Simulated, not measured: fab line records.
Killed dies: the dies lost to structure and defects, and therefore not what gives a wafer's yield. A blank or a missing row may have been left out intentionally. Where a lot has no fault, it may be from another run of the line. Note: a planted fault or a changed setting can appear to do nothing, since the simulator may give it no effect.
Which tool did it?	flow n5_finfet	11 lots, 31 wafers sampled, at 2 steps of a route of 1938

WHAT THE GAUGES SHOWED, per wafer
N5_BEOL_M6_CD_MEAS_28 targets a cd of 40 nm.
lot	measured	on	cd_nm (nm)
L159	day 12 14:52	cd_sem-01	39.69 39.73 39.95
L158	day 13 00:22	cd_sem-02	39.41 40.07 40.18
L157	day 13 01:43	cd_sem-03	39.68 39.96
L162	day 13 05:01	cd_sem-01	39.94 39.78 40.08
L160	day 13 10:38	cd_sem-01	39.92 39.89 40.07
L167	day 15 00:55	cd_sem-02	40.02 40.14
L174	day 16 20:29	cd_sem-03	39.91 39.70 39.80
L176	day 16 23:40	cd_sem-02	40.01 39.92 40.21
L175	day 17 19:32	cd_sem-02	40.12 39.59 39.54
L177	day 17 21:06	cd_sem-03	39.77 39.85 39.97
L179	day 18 09:26	cd_sem-03	40.08 40.29 39.85

WHICH TOOL RAN EACH LOT (tool, then ch and the chambers of the sampled wafers, then the start)
lot	N5_BEOL_M6_STRIP_67
L159	rie_diel-04 ch 0,1, day 12 13:00
L158	rie_diel-04 ch 1,3, day 12 22:19
L157	rie_diel-01 ch 1,3, day 13 01:03
L162	rie_diel-03 ch 0,1, day 13 04:05
L160	rie_diel-03 ch 0,1,3, day 13 09:40
L167	rie_diel-03 ch 1, day 14 23:10
L174	rie_diel-01 ch 0,2, day 16 18:03
L176	rie_diel-01 ch 1,2,3, day 16 22:21
L175	rie_diel-01 ch 1,2,3, day 17 18:46
L177	rie_diel-04 ch 1,2, day 17 20:28
L179	rie_diel-01 ch 0,2,3, day 18 06:32
- N5_BEOL_M6_STRIP_67: strips in CF4.

THE ANSWER, worked out from the rows above alone
Rule: the usual values come from the lots themselves. Put in order of their means at a reading, lots are off if they are a third of the lots or fewer, leave a main group of 4 or more, and stand apart from it by a gap of 3 or more times the standard deviation of the main group's means; of several such gaps the widest counts. If all means in a main group match to the digits the tables above print for the reading, that group is not used. A lot without any number at a reading at which 4 lots or more have one is off too. The other lots that the step has rows for count as sound.
Across all readings shown, no lot is off: no conclusion can be drawn from this.

WHAT THE SIMULATOR HAD PUT IN
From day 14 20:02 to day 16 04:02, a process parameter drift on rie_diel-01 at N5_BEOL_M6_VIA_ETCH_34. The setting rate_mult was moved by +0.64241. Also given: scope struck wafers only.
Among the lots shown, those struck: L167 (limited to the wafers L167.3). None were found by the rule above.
